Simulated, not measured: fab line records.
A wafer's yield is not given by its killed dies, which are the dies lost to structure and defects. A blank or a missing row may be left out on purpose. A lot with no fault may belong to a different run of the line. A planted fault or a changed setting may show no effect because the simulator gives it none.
Which of the tools did it? :: flow nand_harc :: 36 wafers from 12 lots sampled at 4 of the route's 1302 steps

== WHAT EACH GAUGE READ, for each wafer ==
NHARC_P_STI_OCD_MEAS_17. Usual: trench_depth_nm 302 nm, standard deviation 3.4; trench_foot_cd_nm 158.9 nm, standard deviation 1.9.
lot: L537
measured: day 2 22:46
on: ocd-01
trench_depth_nm (nm): 298 301 301
trench_foot_cd_nm (nm): 160.0 160.2 156.9
flag: 

lot: L539
measured: day 3 17:29
on: ocd-02
trench_depth_nm (nm): 309 307 305
trench_foot_cd_nm (nm): 159.1 156.9 162.2
flag: 

lot: L540
measured: day 4 02:49
on: ocd-01
trench_depth_nm (nm): 300 306 304
trench_foot_cd_nm (nm): 160.8 158.1 158.2
flag: 

lot: L541
measured: day 4 11:35
on: ocd-02
trench_depth_nm (nm): 301 300 297
trench_foot_cd_nm (nm): 160.2 159.4 157.2
flag: 

lot: L543
measured: day 5 08:10
on: ocd-01
trench_depth_nm (nm): 301 302 300
trench_foot_cd_nm (nm): 163.0 159.6 159.5
flag: 

lot: L545
measured: day 6 03:51
on: ocd-01
trench_depth_nm (nm): 304 303 301
trench_foot_cd_nm (nm): 160.6 156.8 159.6
flag: 

lot: L547
measured: day 7 03:13
on: ocd-02
trench_depth_nm (nm): 306 301 301
trench_foot_cd_nm (nm): 157.8 161.5 161.0
flag: 

lot: L552
measured: day 9 03:25
on: ocd-02
trench_depth_nm (nm): 302 298 300
trench_foot_cd_nm (nm): 156.4 156.2 160.8
flag: 

lot: L557
measured: day 11 04:14
on: ocd-01
trench_depth_nm (nm): 299 299 302
trench_foot_cd_nm (nm): 163.0 160.3 158.1
flag: 

lot: L558
measured: day 11 17:49
on: ocd-01
trench_depth_nm (nm): 304 304 300
trench_foot_cd_nm (nm): 156.7 159.5 159.0
flag: 

lot: L559
measured: day 12 00:36
on: ocd-01
trench_depth_nm (nm): 303 305 304
trench_foot_cd_nm (nm): 159.8 159.9 160.3
flag: 

lot: L560
measured: day 12 09:10
on: ocd-02
trench_depth_nm (nm): 298 306 306
trench_foot_cd_nm (nm): 159.2 156.2 158.4
flag: 

NHARC_P_GATE_CD_MEAS_59: the cd target is 720 nm. Usual: 718.9 nm for cd_nm, sd 2.3.
lot: L537
measured: day 5 14:47
on: cd_sem-03
cd_nm (nm): 714.4 718.2 715.2
flag: 

lot: L539
measured: day 6 10:59
on: cd_sem-02
cd_nm (nm): 720.5 720.7 722.1
flag: 

lot: L540
measured: day 6 15:46
on: cd_sem-01
cd_nm (nm): 714.8 711.4 717.2
flag: 

lot: L541
measured: day 7 03:13
on: cd_sem-03
cd_nm (nm): 720.8 721.3 720.3
flag: 

lot: L543
measured: day 8 06:02
on: cd_sem-02
cd_nm (nm): 718.0 715.2 718.4
flag: 

lot: L545
measured: day 8 21:39
on: cd_sem-01
cd_nm (nm): 716.8 715.2 717.9
flag: 

lot: L547
measured: day 9 20:18
on: cd_sem-03
cd_nm (nm): 722.8 727.4 724.2
flag: 

lot: L552
measured: day 11 23:46
on: cd_sem-02
cd_nm (nm): 720.3 718.6 719.8
flag: 

lot: L557
measured: day 13 19:49
on: cd_sem-01
cd_nm (nm): 723.9 721.2 722.5
flag: 

lot: L558
measured: day 14 12:28
on: cd_sem-02
cd_nm (nm): 721.0 721.5 720.4
flag: 

lot: L559
measured: day 14 16:36
on: cd_sem-02
cd_nm (nm): 719.2 717.4 719.7
flag: 

lot: L560
measured: day 15 00:08
on: cd_sem-02
cd_nm (nm): 721.3 720.7 722.3
flag: 

== TOOL THAT RAN EACH LOT (tool first, then ch and the chambers of the sampled wafers, then the start) ==
lot: L537
NHARC_P_GATE_STRIP_101: rie_diel-09 ch 1,2,3, day 5 12:13
NHARC_P_GATE_EXPOSE_56: krf_scanner-01 ch 0, day 5 14:37

lot: L539
NHARC_P_GATE_STRIP_101: rie_diel-09 ch 1,2,3, day 6 08:18
NHARC_P_GATE_EXPOSE_56: krf_scanner-01 ch 0, day 6 10:49

lot: L540
NHARC_P_GATE_STRIP_101: rie_diel-09 ch 0,1,3, day 6 13:10
NHARC_P_GATE_EXPOSE_56: krf_scanner-01 ch 0, day 6 15:37

lot: L541
NHARC_P_GATE_STRIP_101: rie_diel-13 ch 0,1,2, day 7 00:46
NHARC_P_GATE_EXPOSE_56: krf_scanner-01 ch 0, day 7 03:03

lot: L543
NHARC_P_GATE_STRIP_101: rie_diel-02 ch 0,1,2, day 8 03:31
NHARC_P_GATE_EXPOSE_56: krf_scanner-03 ch 0, day 8 05:53

lot: L545
NHARC_P_GATE_STRIP_101: rie_diel-09 ch 0,1,2, day 8 18:58
NHARC_P_GATE_EXPOSE_56: krf_scanner-04 ch 0, day 8 21:30

lot: L547
NHARC_P_GATE_STRIP_101: rie_diel-02 ch 0,1,2, day 9 17:37
NHARC_P_GATE_EXPOSE_56: krf_scanner-01 ch 0, day 9 20:08

lot: L552
NHARC_P_GATE_STRIP_101: rie_diel-02 ch 1,3, day 11 21:13
NHARC_P_GATE_EXPOSE_56: krf_scanner-01 ch 0, day 11 23:37

lot: L557
NHARC_P_GATE_STRIP_101: rie_diel-02 ch 0,1,3, day 13 17:09
NHARC_P_GATE_EXPOSE_56: krf_scanner-01 ch 0, day 13 19:40

lot: L558
NHARC_P_GATE_STRIP_101: rie_diel-13 ch 0,2,3, day 14 09:56
NHARC_P_GATE_EXPOSE_56: krf_scanner-01 ch 0, day 14 12:19

lot: L559
NHARC_P_GATE_STRIP_101: rie_diel-13 ch 0,2,3, day 14 13:55
NHARC_P_GATE_EXPOSE_56: krf_scanner-04 ch 0, day 14 16:26

lot: L560
NHARC_P_GATE_STRIP_101: rie_diel-13 ch 1,3, day 14 21:43
NHARC_P_GATE_EXPOSE_56: krf_scanner-04 ch 0, day 14 23:59
- NHARC_P_GATE_STRIP_101: strips in O2, time 20 s.
- NHARC_P_GATE_EXPOSE_56: exposes mask P PSD, target cd 720 nm.

== WHAT THE TOOLS THEMSELVES READ (means of the sampled wafers that have a number; where no wafer has one, the mark that the record gives instead) ==
NHARC_P_GATE_STRIP_101. Usual: drypump_motor_current_A 5.9 A, standard deviation 0.52; oes_product_au 0.995 a.u., standard deviation 0.0094; rf_vpp_V 57.9 V, standard deviation 0.83; showerhead_plenum_p_Torr 3.54 Torr, standard deviation 0.13; throttle_valve_pct 17.036 %, standard deviation 0.0081.
lot: L537
tool: rie_diel-09
drypump_motor_current_A (A): 6.2
oes_product_au (a.u.): 0.989
rf_vpp_V (V): 57.8
showerhead_plenum_p_Torr (Torr): 3.55
throttle_valve_pct (%): 17.044
flag: 

lot: L539
tool: rie_diel-09
drypump_motor_current_A (A): 6.2
oes_product_au (a.u.): 0.998
rf_vpp_V (V): 57.6
showerhead_plenum_p_Torr (Torr): 3.55
throttle_valve_pct (%): 17.039
flag: 

lot: L540
tool: rie_diel-09
drypump_motor_current_A (A): 6.3
oes_product_au (a.u.): 1.001
rf_vpp_V (V): 57.4
showerhead_plenum_p_Torr (Torr): 3.48
throttle_valve_pct (%): 17.027
flag: 

lot: L541
tool: rie_diel-13
drypump_motor_current_A (A): 5.7
oes_product_au (a.u.): 1.005
rf_vpp_V (V): 58.3
showerhead_plenum_p_Torr (Torr): 3.59
throttle_valve_pct (%): 17.034
flag: 

lot: L543
tool: rie_diel-02
drypump_motor_current_A (A): 5.9
oes_product_au (a.u.): 0.990
rf_vpp_V (V): 58.2
showerhead_plenum_p_Torr (Torr): 3.53
throttle_valve_pct (%): 17.028
flag: 

lot: L545
tool: rie_diel-09
drypump_motor_current_A (A): 6.2
oes_product_au (a.u.): 0.995
rf_vpp_V (V): 57.3
showerhead_plenum_p_Torr (Torr): 3.54
throttle_valve_pct (%): 17.039
flag: 

lot: L547
tool: rie_diel-02
drypump_motor_current_A (A): 5.9
oes_product_au (a.u.): 0.994
rf_vpp_V (V): 57.5
showerhead_plenum_p_Torr (Torr): 3.53
throttle_valve_pct (%): 17.037
flag: 

lot: L552
tool: rie_diel-02
drypump_motor_current_A (A): 5.3
oes_product_au (a.u.): 0.989
rf_vpp_V (V): 57.8
showerhead_plenum_p_Torr (Torr): 3.39
throttle_valve_pct (%): 17.026
flag: 

lot: L557
tool: rie_diel-02
drypump_motor_current_A (A): 5.7
oes_product_au (a.u.): 0.984
rf_vpp_V (V): 56.9
showerhead_plenum_p_Torr (Torr): 3.40
throttle_valve_pct (%): 17.040
flag: 

lot: L558
tool: rie_diel-13
drypump_motor_current_A (A): 5.6
oes_product_au (a.u.): 1.000
rf_vpp_V (V): 58.0
showerhead_plenum_p_Torr (Torr): 3.58
throttle_valve_pct (%): 17.032
flag: 

lot: L559
tool: rie_diel-13
drypump_motor_current_A (A): 5.6
oes_product_au (a.u.): 0.998
rf_vpp_V (V): 58.1
showerhead_plenum_p_Torr (Torr): 3.58
throttle_valve_pct (%): 17.038
flag: 

lot: L560
tool: rie_diel-13
drypump_motor_current_A (A): 5.2
oes_product_au (a.u.): 0.997
rf_vpp_V (V): 58.0
showerhead_plenum_p_Torr (Torr): 3.64
throttle_valve_pct (%): 17.034
flag: 

NHARC_P_GATE_EXPOSE_56. Usual: 14.811 for exposure_dose_mJ_cm2, sd 0.016.
lot: L537
tool: krf_scanner-01
exposure_dose_mJ_cm2: 14.827
flag: 

lot: L539
tool: krf_scanner-01
exposure_dose_mJ_cm2: 14.803
flag: 

lot: L540
tool: krf_scanner-01
exposure_dose_mJ_cm2: 14.790
flag: 

lot: L541
tool: krf_scanner-01
exposure_dose_mJ_cm2: 14.822
flag: 

lot: L543
tool: krf_scanner-03
exposure_dose_mJ_cm2: 14.805
flag: 

lot: L545
tool: krf_scanner-04
exposure_dose_mJ_cm2: 14.800
flag: 

lot: L547
tool: krf_scanner-01
exposure_dose_mJ_cm2: 14.805
flag: 

lot: L552
tool: krf_scanner-01
exposure_dose_mJ_cm2: 14.809
flag: 

lot: L557
tool: krf_scanner-01
exposure_dose_mJ_cm2: 14.828
flag: 

lot: L558
tool: krf_scanner-01
exposure_dose_mJ_cm2: 14.805
flag: 

lot: L559
tool: krf_scanner-04
exposure_dose_mJ_cm2: 14.795
flag: 

lot: L560
tool: krf_scanner-04
exposure_dose_mJ_cm2: 14.815
flag: 

== THE ANSWER, worked out from the rows above alone ==
Rule: take the mean of a lot's wafers that have a number; if it is more than 3 standard deviations from the usual mean, the lot is off. Also off: a lot with no number at a reading for which 4 or more lots have one. Any other lot the step has rows for is counted as sound. The gauges are gone through in route order, then the tools' own readings, and for those a lot's mean is taken as printed above. The first step at which some lot is off is used, and at that step the reading that is off furthest; a lot without a number counts as furthest.
Nothing can be told from this: no lot is off at any reading shown.

== WHAT THE SIMULATOR HAD PUT IN ==
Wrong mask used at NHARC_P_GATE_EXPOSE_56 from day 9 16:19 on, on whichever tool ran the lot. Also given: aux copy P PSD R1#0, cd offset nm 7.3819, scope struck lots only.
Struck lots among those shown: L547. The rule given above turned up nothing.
